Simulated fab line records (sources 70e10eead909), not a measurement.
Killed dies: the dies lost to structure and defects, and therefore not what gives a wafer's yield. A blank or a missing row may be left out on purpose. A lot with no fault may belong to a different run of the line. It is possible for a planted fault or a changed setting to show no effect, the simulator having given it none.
The tool behind it: which one? -- flow nand_harc -- 72 wafers from 24 lots sampled at 5 of the route's 1302 steps

WHAT THE GAUGES READ, wafer by wafer
NHARC_A_CONTACT_CD_MEAS_08 targets a cd of 200 nm. Usual: cd_nm reads 199.3 nm (standard deviation 0.59).
lot,measured,on,cd_nm (nm),flag
L075,day 22 18:32,cd_sem-01,199.3 198.9 198.3,
L074,day 22 22:04,cd_sem-03,199.9 199.4 198.7,
L076,day 22 22:39,cd_sem-02,200.7 199.9 199.3,
L077,day 23 13:50,cd_sem-01,199.4 199.1 199.1,
L078,day 23 14:14,cd_sem-03,198.1 199.3 200.0,
L079,day 24 11:45,cd_sem-03,199.2 200.3 199.6,
L080,day 25 05:09,cd_sem-01,199.8 199.1 199.4,
L081,day 25 06:41,cd_sem-03,199.7 199.4 198.6,
L082,day 25 18:22,cd_sem-02,199.5 198.9 199.4,
L084,day 26 10:08,cd_sem-02,200.1 200.3 199.3,
L083,day 26 19:25,cd_sem-01,199.2 198.5 198.8,
L085,day 27 07:05,cd_sem-01,199.9 199.3 199.7,
L086,day 27 11:28,cd_sem-02,198.9 198.8 199.1,
L090,day 28 09:18,cd_sem-01,198.6 198.8 199.1,
L087,day 28 10:52,cd_sem-01,200.1 198.9 199.5,
L088,day 29 04:19,cd_sem-03,199.0 200.1 200.3,
L089,day 29 07:34,cd_sem-02,200.1 199.2 200.6,
L092,day 29 08:20,cd_sem-02,198.3 198.8 198.6,
L091,day 29 12:49,cd_sem-03,199.5 199.2 199.4,
L094,day 30 07:02,cd_sem-01,198.4 199.7 199.1,
L093,day 30 07:54,cd_sem-03,199.4 199.1 199.0,
L095,day 31 06:33,cd_sem-03,198.8 199.4 198.5,
L096,day 32 03:35,cd_sem-01,199.3 198.8 198.7,
L097,day 32 21:05,cd_sem-03,199.7 199.6 198.9,

NHARC_A_BLC_CD_MEAS_10 targets a cd of 100 nm. Usual: cd_nm reads 100.0 nm (standard deviation 0.75).
lot,measured,on,cd_nm (nm),flag
L075,day 23 01:31,cd_sem-01,100.0 99.5 100.1,
L074,day 23 05:29,cd_sem-03,99.1 100.4 99.8,
L076,day 23 07:02,cd_sem-02,99.5 100.1 99.1,
L077,day 23 20:48,cd_sem-01,100.4 99.7 99.7,
L078,day 23 21:17,cd_sem-01,100.6 99.5 100.2,
L079,day 24 18:41,cd_sem-02,100.0 99.5 98.9,
L080,day 25 11:59,cd_sem-03,100.0 99.2 101.0,
L081,day 25 14:14,cd_sem-02,101.0 100.6 99.7,
L082,day 26 00:35,cd_sem-02,100.6 99.6 99.7,
L084,day 26 17:27,cd_sem-03,99.5 98.7 99.2,
L083,day 27 01:38,cd_sem-03,99.9 99.6 99.9,
L085,day 27 13:25,cd_sem-02,100.4 99.7 100.2,
L086,day 27 18:16,cd_sem-03,99.8 100.0 100.7,
L090,day 28 15:30,cd_sem-03,98.9 98.7 100.0,
L087,day 28 17:11,cd_sem-01,99.7 100.9 100.1,
L088,day 29 10:38,cd_sem-02,98.9 99.6 98.9,
L089,day 29 13:53,cd_sem-03,99.7 100.4 98.9,
L092,day 29 17:29,cd_sem-03,100.9 100.5 100.6,
L091,day 29 19:35,cd_sem-02,100.3 99.6 99.1,
L094,day 30 13:29,cd_sem-03,100.6 100.3 101.0,
L093,day 30 14:15,cd_sem-02,99.0 99.9 99.0,
L095,day 31 13:12,cd_sem-01,99.7 99.7 101.3,
L096,day 32 09:52,cd_sem-02,99.2 99.8 100.8,
L097,day 33 04:11,cd_sem-01,100.5 99.5 99.6,

NHARC_A_BLC_OVL_MEAS_11. Usual: overlay_x_nm 0.0 nm, standard deviation 0.72; overlay_y_nm 0.2 nm, standard deviation 0.76.
lot,measured,on,overlay_x_nm (nm),overlay_y_nm (nm),flag
L075,day 23 01:37,overlay-01,0.5 1.1 0.9,1.4 1.0 0.5,
L074,day 23 05:34,overlay-02,0.7 0.6 0.1,-0.2 0.7 0.5,
L076,day 23 07:08,overlay-01,-0.5 -0.9 -0.6,0.4 0.9 0.5,
L077,day 23 20:53,overlay-02,-0.2 -0.3 0.1,-0.1 0.0 0.2,
L078,day 23 21:23,overlay-01,-1.8 -1.9 -2.1,0.0 0.3 0.3,
L079,day 24 18:46,overlay-01,1.0 0.6 0.7,0.2 0.4 0.4,
L080,day 25 12:04,overlay-01,-0.5 -0.8 -0.6,-1.2 -0.7 -1.2,
L081,day 25 14:19,overlay-01,-0.3 -0.2 0.1,1.9 1.9 1.5,
L082,day 26 00:41,overlay-02,-0.4 0.3 -0.1,0.9 0.7 0.9,
L084,day 26 17:32,overlay-01,-0.2 0.1 0.1,0.1 0.7 1.0,
L083,day 27 01:43,overlay-01,0.4 0.1 -0.4,-0.5 -0.6 -0.3,
L085,day 27 13:30,overlay-01,0.1 -0.3 0.3,0.0 0.1 -0.1,
L086,day 27 18:22,overlay-02,0.3 0.0 0.7,0.8 1.4 1.0,
L090,day 28 15:35,overlay-02,0.2 1.1 0.6,-0.4 -0.1 0.0,
L087,day 28 17:17,overlay-01,0.7 0.9 0.9,0.3 0.0 0.2,
L088,day 29 10:43,overlay-01,0.0 0.2 0.3,0.9 0.5 1.0,
L089,day 29 13:59,overlay-02,-0.1 0.6 -0.1,0.8 0.7 1.1,
L092,day 29 17:35,overlay-01,0.8 0.7 0.6,0.0 0.6 0.0,
L091,day 29 19:41,overlay-02,0.5 0.7 0.4,-0.3 0.3 0.0,
L094,day 30 13:34,overlay-02,0.0 -0.7 -0.3,0.8 0.2 1.1,
L093,day 30 14:20,overlay-01,-0.3 -1.0 -0.3,-1.6 -1.8 -1.6,
L095,day 31 13:17,overlay-01,1.0 0.3 0.8,-1.0 -0.9 -0.7,
L096,day 32 09:58,overlay-02,-1.4 -1.3 -0.6,0.5 0.1 0.0,
L097,day 33 04:16,overlay-01,-0.2 0.5 -0.1,-0.2 -0.3 -0.3,

TOOL THAT RAN EACH LOT (tool first, then ch and the chambers of the sampled wafers, then the start)
lot,NHARC_A_CONTACT_DEP_84,NHARC_A_CONTACT_CVD_19
L075,"acl_dep-02 ch 0, day 22 16:04","cvd_w-01 ch 0,1, day 23 01:31 or earlier"
L074,"acl_dep-02 ch 0, day 22 19:37","cvd_w-01 ch 0,1, day 23 05:29 or earlier"
L076,"acl_dep-01 ch 0, day 22 20:10","cvd_w-01 ch 0,1, day 23 07:02 or earlier"
L077,"acl_dep-01 ch 0, day 23 11:39","cvd_w-02 ch 1, day 23 20:48 or earlier"
L078,"acl_dep-02 ch 0, day 23 12:05","cvd_w-01 ch 0, day 23 21:17 or earlier"
L079,"acl_dep-03 ch 0, day 24 09:52","cvd_w-01 ch 0, day 24 18:41 or earlier"
L080,"acl_dep-02 ch 0, day 25 02:41","cvd_w-01 ch 0,1, day 25 11:59 or earlier"
L081,"acl_dep-03 ch 0, day 25 04:14","cvd_w-02 ch 0,1, day 25 14:14 or earlier"
L082,"acl_dep-02 ch 0, day 25 16:11","cvd_w-02 ch 0,1, day 26 00:35 or earlier"
L084,"acl_dep-03 ch 0, day 26 08:05","cvd_w-02 ch 0,1, day 26 17:27 or earlier"
L083,"acl_dep-03 ch 0, day 26 17:04","cvd_w-02 ch 0,1, day 27 01:38 or earlier"
L085,"acl_dep-02 ch 0, day 27 05:19","cvd_w-01 ch 0,1, day 27 13:25 or earlier"
L086,"acl_dep-01 ch 0, day 27 09:41","cvd_w-01 ch 0,1, day 27 18:16 or earlier"
L090,"acl_dep-03 ch 0, day 28 07:24","cvd_w-02 ch 0,1, day 28 15:30 or earlier"
L087,"acl_dep-03 ch 0, day 28 08:32","cvd_w-01 ch 0,1, day 28 17:11 or earlier"
L088,"acl_dep-02 ch 0, day 29 02:32","cvd_w-01 ch 0,1, day 29 10:38 or earlier"
L089,"acl_dep-01 ch 0, day 29 05:22","cvd_w-01 ch 1, day 29 13:53 or earlier"
L092,"acl_dep-03 ch 0, day 29 05:49","cvd_w-02 ch 0,1, day 29 17:29 or earlier"
L091,"acl_dep-01 ch 0, day 29 10:28","cvd_w-01 ch 0,1, day 29 19:35 or earlier"
L094,"acl_dep-02 ch 0, day 30 04:51","cvd_w-01 ch 0,1, day 30 13:29 or earlier"
L093,"acl_dep-01 ch 0, day 30 05:34","cvd_w-02 ch 0,1, day 30 14:15 or earlier"
L095,"acl_dep-02 ch 0, day 31 04:06","cvd_w-02 ch 0,1, day 31 13:12 or earlier"
L096,"acl_dep-02 ch 0, day 32 01:08","cvd_w-02 ch 0,1, day 32 09:52 or earlier"
L097,"acl_dep-02 ch 0, day 32 18:38","cvd_w-01 ch 1, day 33 04:11 or earlier"
- NHARC_A_CONTACT_DEP_84: deposits aC, target thk 2800 nm.
- NHARC_A_CONTACT_CVD_19: deposits W, target thk 300 nm, time 802 s.

AS READ BY THE TOOLS THEMSELVES (means over the sampled wafers that have a number; for cases with no such wafer, the mark the record gives instead)
NHARC_A_CONTACT_DEP_84. Usual: throttle_valve_pct reads 35.000 % (standard deviation 0.0096).
lot,tool,throttle_valve_pct (%),flag
L075,acl_dep-02,35.002,
L074,acl_dep-02,35.009,
L076,acl_dep-01,35.000,
L077,acl_dep-01,34.997,
L078,acl_dep-02,35.000,
L079,acl_dep-03,35.006,
L080,acl_dep-02,34.994,
L081,acl_dep-03,35.001,
L082,acl_dep-02,34.991,
L084,acl_dep-03,35.003,
L083,acl_dep-03,35.004,
L085,acl_dep-02,35.001,
L086,acl_dep-01,34.998,
L090,acl_dep-03,35.008,
L087,acl_dep-03,34.994,
L088,acl_dep-02,35.009,
L089,acl_dep-01,35.012,
L092,acl_dep-03,34.992,
L091,acl_dep-01,34.999,
L094,acl_dep-02,35.000,
L093,acl_dep-01,35.006,
L095,acl_dep-02,35.008,
L096,acl_dep-02,35.009,
L097,acl_dep-02,35.000,

NHARC_A_CONTACT_CVD_19. Usual: chamber_pressure_Torr 40.00 Torr, standard deviation 0.088; heater_power_w 491 W, standard deviation 34; throttle_valve_pct 8.0 %, standard deviation 0.51.
lot,tool,chamber_pressure_Torr (Torr),heater_power_w (W),throttle_valve_pct (%),flag
L075,cvd_w-01,39.94,487,8.1,
L074,cvd_w-01,40.01,485,8.5,
L076,cvd_w-01,39.97,481,8.4,
L077,cvd_w-02,39.98,538,7.1,
L078,cvd_w-01,40.02,480,8.1,
L079,cvd_w-01,39.97,491,8.0,
L080,cvd_w-01,40.08,487,8.1,
L081,cvd_w-02,40.05,529,7.5,
L082,cvd_w-02,40.05,512,7.7,
L084,cvd_w-02,40.06,497,7.7,
L083,cvd_w-02,39.92,524,7.4,
L085,cvd_w-01,40.03,474,8.4,
L086,cvd_w-01,40.04,481,8.4,
L090,cvd_w-02,39.91,513,7.3,
L087,cvd_w-01,40.06,488,8.3,
L088,cvd_w-01,39.94,475,8.5,
L089,cvd_w-01,40.02,467,8.7,
L092,cvd_w-02,40.05,508,7.3,
L091,cvd_w-01,39.97,472,8.4,
L094,cvd_w-01,39.96,477,8.4,
L093,cvd_w-02,40.04,475,7.5,
L095,cvd_w-02,39.99,513,7.4,
L096,cvd_w-02,40.02,519,7.3,
L097,cvd_w-01,40.03,464,8.2,

THE ANSWER, worked out from the rows above alone
Rule: take the mean of a lot's wafers that have a number; if it is more than 3 standard deviations from the usual mean, the lot is off. A lot without any number at a reading at which 4 lots or more have one is off too. The other lots that the step has rows for count as sound. The gauges are gone through in route order, then the tools' own readings, and for those a lot's mean is taken as printed above. At the first step where some lot is off, the reading lying furthest off is the one used; lots without a number count as furthest.
Across all readings shown, no lot is off: no conclusion can be drawn from this.

WHAT HAD BEEN PUT IN BY THE SIMULATOR
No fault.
